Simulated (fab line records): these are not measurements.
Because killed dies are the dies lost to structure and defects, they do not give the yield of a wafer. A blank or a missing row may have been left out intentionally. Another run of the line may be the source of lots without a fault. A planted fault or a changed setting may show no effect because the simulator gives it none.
fab line records | flow nand-harc
record lots=6 wafers=16 last-day=34
route steps=1302 shown A_STAIRCASE@844 END@1302
lots untouched by any fault: they come from a run of this same line in which no faults occurred
start-h: hours from the record's first day to the start of the lot's first wafer shown | wait-h: hours since the lot's step before | " repeats the value in the row above | L1.1+2: several wafers, shown together as one row | - no value, or no start given | * or withheld: withheld | < > ~ a bound
route shown NAME@n: names a module that has steps shown in the file, with the first one's number in the route | usual: the fault-free wafers' mean and standard deviation | same: alike in all rows | chamber/n: place in a boat | sites: readings site by site | _std_site: standard deviation of those values | _edge_site: mean of outer sites minus mean of inner sites | radius-mm: for every site, how far away it sits from the centre of the wafer | mask NAME#n: copy n | behind: the most recent tool/chamber to have shaped the wafer | hold: the reason the lot was held/the length of the hold in hours/how it ended | device: the n, p or np transistor that did not switch | end of line: tests run on the same wafers once the route is complete | a step given without rows: its recipe and nothing more | killed: dies that structure and defects cost at the first sort, which is not the same as the wafer's yield | map: a wafer's dies, marking killed ones x, the rest . and places with no die _
set.NAME: the setting that was run; set.NAME@STEP: the one run at that earlier step | model.NAME: the simulator's own value behind a step, which no gauge read
certain route steps with their lots: each step a table, each wafer a row
services: when a tool's chamber went out of use (start-h, in hours from the record's first day, below 0 if earlier), for how many hours, and the reason
## steps
# step NHARC_A_STAIRCASE_DEP_417
# recipe target-thk-a=600 step-coverage-pct=20 temp-c=400 target-thk-nm=60 flow-sccm=200 rf-w=450 material=Si3N4
# step NHARC_A_STAIRCASE_WET_418
# recipe temp-c=160 target-depth-a=200 chemistry=H3PO4
# step NHARC_A_STAIRCASE_PRECLEAN_419
# recipe time-s=* temp-c=50 bath-age-min=0 chemistry=SC1
# step NHARC_A_STAIRCASE_SRD_421
# step NHARC_A_STAIRCASE_ALD_420
# recipe target-thk-a=200 pulse-time-s=6 ald-cycles=200 temp-c=300 material=SiO2
# usual heater-power-w=475/60 precursor-pulse-height-rel=1.002/0.017
# columns lot.wafer tool chamber start-h wait-h heater-power-w precursor-pulse-height-rel
L491.4 ald-hk-04 3 409.23 - 418 0.985
L491.6 " 0 " " 587 1.012
L491.5 " 1 " " 393 0.968
L496.2 ald-hk-01 2 484.31 0.1 548 1.021
L496.5 " 2 " " 537 0.995
L496.6 " 3 " " 447 0.985
L498.4 ald-hk-03 1 491.66 - 496 1.017
L498.3 " 2 " " 545 1.001
L498.2 " 3 " " 399 1.039
L502.6 ald-hk-01 2 543.56 - 563 1.023
L506.3 ald-hk-01 3 546.21 - 453 1.006
L506.2 " 0 " " 419 0.996
L506.4 " 1 " " 435 1.022
L512.3 ald-hk-01 3 623.12 - 446 0.993
L512.4 " 0 " " 433 1.011
L512.6 " 1 " " 429 0.996
# step NHARC_A_STAIRCASE_CVD_552
# recipe target-thk-a=400 temp-c=700 pressure-mtorr=300 material=SiNx
# step NHARC_A_STAIRCASE_DEP_151
# recipe target-thk-a=72000 temp-c=400 target-thk-nm=7200 teos-flow-sccm=200 rf-w=500 material=SiO2
# usual heater-power-w=616/70 mfc-precursor-sccm=200.0/0.6
# columns lot.wafer tool chamber start-h wait-h heater-power-w mfc-precursor-sccm
L491.4 pecvd-01 2 415.51 1.2 536 199.6
L491.5 " 0 " " 646 199.2
L491.6 " 1 " " 645 199.9
L496.2 pecvd-03 0 492.56 0.5 637 199.8
L496.6 " 2 " " 545 199.9
L496.5 " 1 " " 561 200.4
L498.2 pecvd-03 2 499.73 0.4 654 198.8
L498.3 " 1 " " 593 200.0
L498.4 " 2 " " 547 199.2
L502.6 pecvd-02 0 553.38 0.8 504 198.8
L506.2 pecvd-01 0 556.16 0.6 755 198.7
L506.3 " 1 " " 625 199.6
L506.4 " 1 " " 633 200.0
L512.3 pecvd-02 0 630.92 0.4 652 199.9
L512.6 " 0 " " 527 199.5
L512.4 " 1 " " 594 199.8
# step NHARC_A_STAIRCASE_ANNEAL_320
# recipe temp-c=750 time-s=1800
# step NHARC_A_STAIRCASE_DEP_322
# recipe target-thk-a=72000 temp-c=400 target-thk-nm=7200 teos-flow-sccm=200 rf-w=500 material=SiO2
# step NHARC_A_STAIRCASE_ANNEAL_323
# recipe temp-c=750 time-s=1800
# step NHARC_A_STAIRCASE_DEP_325
# recipe target-thk-a=72000 temp-c=400 target-thk-nm=7200 teos-flow-sccm=200 rf-w=500 material=SiO2
# usual heater-power-w=618/74 mfc-precursor-sccm=200.0/0.65
# columns lot.wafer tool chamber start-h wait-h heater-power-w mfc-precursor-sccm
L491.4 pecvd-02 1 431.05 0.4 647 200.1
L491.6 " 2 " " 608 199.9
L491.5 " 0 " " 508 199.5
L496.2 pecvd-03 0 512.23 0.3 668 200.3
L496.6 " 1 " " 574 199.9
L496.5 " 2 " " 556 199.4
L498.3 pecvd-03 1 519.61 0.1 594 199.4
L498.2 " 0 " " 594 200.2
L498.4 " 1 " " 557 199.6
L502.6 pecvd-02 1 570.81 0.4 633 282.0
L506.3 pecvd-02 0 571.10 0.7 581 199.4
L506.2 " 1 " " 681 282.6
L506.4 " 0 " " 499 200.1
L512.3 pecvd-01 2 647.64 0.1 661 200.2
L512.6 " 0 " " 677 200.0
L512.4 " 1 " " 623 199.6
# step NHARC_A_STAIRCASE_ANNEAL_326
# recipe temp-c=750 time-s=1800
# step NHARC_A_STAIRCASE_DEHYDRATE_433
# recipe temp-c=150 time-s=120
# step NHARC_A_STAIRCASE_HMDS_434
# recipe time-s=30
# step NHARC_A_STAIRCASE_COAT_435
# recipe spin-rpm=1200
# step NHARC_A_STAIRCASE_SOFTBAKE_436
# recipe temp-c=135 time-s=170
# step NHARC_A_STAIRCASE_EBR_437
# step NHARC_A_STAIRCASE_EXPOSE_438
# recipe na=0.5 dose-mj=28.97 mask-id=STAIR_REV
# step NHARC_A_STAIRCASE_PEB_439
# recipe peb-temp-c=115 peb-time-s=130
# step NHARC_A_STAIRCASE_DEVELOP_440
# recipe time-s=140
# step NHARC_A_STAIRCASE_HARDBAKE_442
# recipe temp-c=120 time-s=140
# step NHARC_A_STAIRCASE_DESCUM_443
# recipe time-s=3 o2-flow-sccm=200 ar-flow-sccm=0 bias-power-w=0 chemistry=O2
# usual drypump-motor-current-A=6.0/0.52 oes-product-au=0.999/0.0093 rf-vpp-V=57.8/0.88 showerhead-plenum-p-Torr=1.91/0.09 throttle-valve-pct=11.311/0.009
# columns lot.wafer tool chamber start-h wait-h drypump-motor-current-A oes-product-au rf-hours-counter-h rf-vpp-V showerhead-plenum-p-Torr throttle-valve-pct
L491.4 rie-diel-08 3 440.08 - 6.3 1.001 21 58.3 2.05 11.292
L491.5 " 1 " " 6.5 1.019 - 57.2 1.86 11.311
L491.6 " 2 " " 5.5 1.004 - 57.6 1.93 11.308
L496.2 rie-diel-08 2 522.55 - 5.5 1.000 48 57.7 1.92 11.274
L496.6 " 0 " " 4.8 1.013 - 58.7 2.06 11.311
L496.5 " 1 " " 6.5 1.012 - 57.0 1.85 11.297
L498.4 rie-diel-08 2 529.18 - 5.5 0.986 53 57.2 1.92 11.311
L498.2 " 3 " " 6.2 0.996 55 58.6 2.04 11.318
L498.3 " 0 " " 4.8 0.994 55 59.9 2.06 11.303
L502.6 rie-diel-08 1 579.44 - 6.5 1.017 - 57.4 1.85 11.307
L506.3 rie-diel-11 2 579.51 - 6.5 0.996 47 58.5 1.86 11.328
L506.2 " 3 " " 6.1 0.992 43 58.2 1.92 11.313
L506.4 " 1 " " 6.2 1.002 48 59.1 1.85 11.331
L512.4 rie-diel-11 3 658.00 - 6.1 0.977 9 58.5 1.92 11.319
L512.3 " 1 " " 6.2 1.015 12 57.8 1.84 11.292
L512.6 " 2 " " 6.6 0.985 - 58.4 1.86 11.301
# step NHARC_A_STAIRCASE_ETCH_444
# recipe target-depth-a=2.04e+05 time-s=6800 c4f8-flow-sccm=20 o2-flow-sccm=10 ar-flow-sccm=withheld rf-w=600 bias-w=1000 chemistry=C4F8/O2
# usual bias-w=1000.2/2.7 oes-product-au=0.933/0.018 rf-vpp-V=807/5.3
# columns lot.wafer tool chamber start-h wait-h bias-w oes-product-au rf-hours-counter-h rf-vpp-V
L491.4 rie-diel-08 0 442.94 2.9 996.2 0.926 26 816
L491.6 " 0 444.81 4.7 996.9 0.949 - 815
L491.5 " 1 " " 1001.2 0.929 - 804
L496.2 rie-diel-08 3 523.10 0.5 1003.7 0.914 51 813
L496.6 " 2 524.52 1.9 999.6 0.925 - 807
L496.5 " 3 " " 999.7 0.909 - 814
L498.2 rie-diel-08 3 529.27 0.1 999.3 0.922 56 814
L498.4 " 0 " " 999.5 0.916 56 814
L498.3 " 1 " " 1003.7 0.927 55 803
L502.6 rie-diel-08 3 581.39 1.9 996.5 0.925 - 813
L506.2 rie-diel-11 1 582.42 2.9 993.0 0.919 53 802
L506.3 " 2 " " 997.9 0.923 52 804
L506.4 " 3 " " 999.8 0.911 45 807
L512.4 rie-diel-11 3 658.24 0.2 1003.6 0.926 10 806
L512.3 " 2 659.67 1.6 1002.0 0.920 13 802
L512.6 " 3 " " 997.5 0.927 - 808
# step NHARC_A_STAIRCASE_STRIP_446
# recipe power-w=1500 temp-c=250 chemistry=O2
# usual drypump-motor-current-A=5.5/0.51 heater-power-w=314/18
# columns lot.wafer tool chamber start-h wait-h hold drypump-motor-current-A heater-power-w rf-hours-counter-h
L491.4 plasma-asher-02 0 447.39 0.1 - 5.0 303 -
L491.6 " 0 " " - 5.0 300 -
L491.5 " 1 " " - 5.2 303 -
L496.2 plasma-asher-02 1 527.06 0.1 - 5.2 300 23
L496.5 " 0 " " - 5.0 303 -
L496.6 " 1 " " - 5.2 301 -
L498.2 plasma-asher-02 1 533.71 0.1 - 5.2 302 24
L498.4 " 0 " " - 5.0 305 -
L498.3 " 1 " " - 5.2 304 -
L502.6 plasma-asher-02 0 587.39 3.4 await-dispo/3.1h/release 5.0 302 -
L506.2 plasma-asher-02 1 589.00 2.1 await-dispo/2.0h/release 5.2 302 34
L506.3 " 1 " " await-dispo/2.0h/release 5.2 308 -
L506.4 " 0 " " await-dispo/2.0h/release 5.0 302 -
L512.4 plasma-asher-02 1 662.74 0.1 - 5.2 289 -
L512.3 " 0 " " - 5.0 304 -
L512.6 " 0 " " - 5.0 298 -
# step NHARC_END_SORT_01
# recipe temp-c=25
# usual killed-at-array=55/17 killed-at-other=1.1/1.6 killed-at-periphery=3.8/2.5 killed-dies=60/18 killed-open=3.3/1.9 killed-short=2.5/1.7
# same gross-dies=677
# columns lot.wafer tool chamber start-h wait-h killed-at-array killed-at-other killed-at-periphery killed-dies killed-open killed-short
L491.4 prober-02 0 574.85 3.4 57 0 2 59 4 2
L491.5 prober-02 0 575.64 3.7 64 0 2 66 2 2
L491.6 prober-02 0 576.44 4.0 73 0 2 75 7 1
L502.6 prober-02 0 737.52 4.0 73 0 7 80 3 3
# killed by level:class
L491.4 A_CHANNEL_HOLE_D2:chamber-film-flake=23 A_CHANNEL_HOLE_D1:chamber-film-flake=17 A_CONTACT:chamber-film-flake=8 A_CHANNEL_HOLE_D1:geometric-particle:open=1 A_ONON_D2:geometric-particle:open=1 A_CHANNEL_FILL_D2:geometric-particle:short=1 A_WL_FILL:geometric-particle:short=1 A_WL_FILL:geometric-particle:open=1
L491.5 A_CHANNEL_HOLE_D1:chamber-film-flake=33 A_CHANNEL_HOLE_D2:chamber-film-flake=21 A_CONTACT:chamber-film-flake=5 A_STAIRCASE:chamber-film-flake=2 P_GATE:geometric-particle:short=1 P_CONTACT:geometric-particle:open=1 A_CHANNEL_FILL_D1:geometric-particle:short=1 A_ONON_D2:geometric-particle:open=1
L491.6 A_CHANNEL_HOLE_D2:chamber-film-flake=28 A_CHANNEL_HOLE_D1:chamber-film-flake=26 A_CONTACT:chamber-film-flake=9 P_GATE:geometric-particle:open=2 A_DECK1_JOINT:geometric-particle:open=1 A_ONON_D2:geometric-particle:open=1 A_CHANNEL_FILL_D2:geometric-particle:open=1 A_WL_FILL:geometric-particle:short=1
L502.6 A_CHANNEL_HOLE_D1:chamber-film-flake=31 A_CHANNEL_HOLE_D2:chamber-film-flake=22 A_CONTACT:chamber-film-flake=7 P_M2:chamber-film-flake=5 A_DECK1_JOINT:chamber-film-flake=3 A_SLIT:chamber-film-flake=3 A_ONON_D1:geometric-particle:open=2 P_GATE:geometric-particle:short=1
## services
# columns tool chamber start-h hours kind
rie-diel-08 1 385.33 6.2 repair
pecvd-03 - 402.64 0.9 repair
pecvd-02 - 408.03 13.0 pm
plasma-asher-02 - 426.15 9.0 pm
rie-diel-11 0 435.20 3.0 repair
pecvd-02 - 435.28 1.9 repair
rie-diel-11 - 435.99 9.0 pm
pecvd-03 2 440.93 10.4 repair
rie-diel-08 0 462.37 9.5 repair
rie-diel-11 0 485.74 1.2 repair
pecvd-02 0 511.88 20.5 repair
plasma-asher-02 - 538.43 9.5 repair
rie-diel-08 - 544.93 9.0 pm
pecvd-03 - 547.31 13.0 pm
rie-diel-08 1 558.67 8.7 repair
rie-diel-08 - 586.61 0.7 repair
pecvd-02 - 589.03 13.0 pm
rie-diel-11 1 592.30 20.3 repair
plasma-asher-02 - 603.15 9.0 pm
pecvd-03 2 604.12 21.4 repair
pecvd-02 - 606.00 1.2 repair
rie-diel-11 - 612.99 9.0 pm
pecvd-03 1 616.84 8.5 repair
pecvd-03 - 660.29 6.1 repair
## key
first-sign step=NHARC_A_STAIRCASE_DEP_325 reading=mfc-precursor-sccm direction=up sigmas=99+ usual=200.0 struck=282.3
effect none on later readings
met-at NHARC_A_STAIRCASE_DEP_325
struck-wafers L502.6,L506.2
tester-left-out L502,L506
onset-between 431.05 570.81
fault kind=process-parameter-drift tool=pecvd-02 chamber=1 onset-h=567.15 steps=NHARC_A_STAIRCASE_DEP_325 channel=teos-flow-sccm offset=* shape=step end-h=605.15 acts-in=* stated=*
# tester-left-out: of these lots the tester's yield and bins aren't shown, on N5 and GAA mostly nor the transistor test; their killed dies are dies lost to structure and defects alone, not to doping, threshold or leakage, so they don't give the yield
